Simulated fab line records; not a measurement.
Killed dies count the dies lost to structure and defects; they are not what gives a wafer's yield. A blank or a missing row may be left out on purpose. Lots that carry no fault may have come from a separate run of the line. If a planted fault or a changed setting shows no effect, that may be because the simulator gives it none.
A struck lot beside a sound one ; flow nand-harc ; 13 steps out of a route of 1159
Sound: wafers L786.1, L786.3, L786.5. Struck: wafer L796.5 (L796.2, L796.4, from the same lot, were not struck and are left out); the cause is given at the end.
Each step with rows lists, per side, the tool, then ch with its chambers, then its first start. Under that, the readings that differ: sound wafers ; struck wafers ; difference of the means ; sigmas: that difference in standard deviations of wafers without a fault.
alike: readings whose means differ by less than 2 such deviations, and words and numbers that are the same on both sides. not compared: withheld readings, readings that some wafer has no value for, bounds like >300 that may hide the same value, and numbers for which the record gives no deviation and whose values overlap.
Wherever a step has rows on one side only, a row that says differs or no value, or a row with sigmas, the two part there. Numbers that don't overlap but have no deviation are shown without sigmas and don't part them. A reading missing from all wafers of one side parts the sides only when that side holds two or more wafers.

NHARC_A_SLIT_CD_MEAS_21:
  sound on cd-sem-03 at day 14 21:58; struck on cd-sem-01 at day 18 02:42
  alike: cd-nm
then, 3 steps without rows for these wafers: NHARC_A_SIN_REMOVE_WET_00 (chemistry H3PO4, time 15300 s); NHARC_A_SIN_REMOVE_PRECLEAN_01 (cleans in SC1); NHARC_A_SIN_REMOVE_SRD_02.
NHARC_A_SIN_REMOVE_INSPECT_04:
  sound on defect-inspect-02 at day 15 04:58; struck on defect-inspect-01 at day 18 09:50
  alike: raw-defect-count
NHARC_A_WL_FILL_ALD_00: deposits Al2O3, target thk 3 nm, pulse time 3 s, ald cycles 30.
  sound on ald-hk-04 ch 0,1,2, day 15 05:12; struck on ald-hk-04 ch 3, day 18 09:54
  alike: heater-power-outer-w, heater-power-w, precursor-pulse-height-rel
then, 1 step without rows for these wafers: NHARC_A_WL_FILL_RTA_01 (time 5 s).
NHARC_A_WL_FILL_ALD_02: deposits TiN, target thk 2 nm, pulse time 3 s, ald cycles 100.
  sound on ald-metal-03 ch 1,2,3, day 15 05:40; struck on ald-metal-03 ch 3, day 18 10:33
  alike: heater-power-outer-w, heater-power-w, precursor-pulse-height-rel
NHARC_A_WL_FILL_CVD_03: deposits W, target thk 40 nm, time 3302 s.
  sound on cvd-w-01 ch 0, day 15 14:41; struck on cvd-w-01 ch 0, day 18 15:09
  alike: chamber-pressure-Torr, heater-power-outer-w, heater-power-w, throttle-valve-pct
NHARC_A_WL_FILL_ETCHBACK_04: etches the open film in NF3, target depth 60 nm, time 120 s.
  sound on rie-metal-03 ch 0,1, day 15 20:51; struck on rie-metal-03 ch 1, day 18 17:04
  alike: drypump-motor-current-A, oes-product-au, run-length-s
  not compared: rf-hours-counter-h
NHARC_A_WL_FILL_ETCHBACK_05: etches the open film in Cl2/BCl3, target depth 22 nm, time 60 s.
  sound on rie-metal-03 ch 1, day 15 21:06; struck on rie-metal-03 ch 1, day 18 17:19
reading;sound;struck;difference;sigmas
run-length-s (s);81.1 81.2 81.2;86.4;+5.2;+11
  alike: drypump-motor-current-A, oes-product-au
  not compared: rf-hours-counter-h
NHARC_A_WL_FILL_STRIP_27: strips in N2/H2, time 20 s.
  sound on plasma-asher-02 ch 0, day 15 21:15; struck on plasma-asher-01 ch 0, day 18 17:27
  alike: drypump-motor-current-A, heater-power-w, rf-refl-power-W
  not compared: rf-hours-counter-h
then, 1 step without rows for these wafers: NHARC_END_SORT_01.

WHERE THEY PART
Only at NHARC_A_WL_FILL_ETCHBACK_05, within this record. Later steps at which nothing parts them and some readings are alike: NHARC_A_WL_FILL_STRIP_27.

WHY: whatever the simulator had introduced
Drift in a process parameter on rie-metal-03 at NHARC_A_WL_FILL_ETCHBACK_05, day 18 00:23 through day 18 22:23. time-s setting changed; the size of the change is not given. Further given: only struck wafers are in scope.
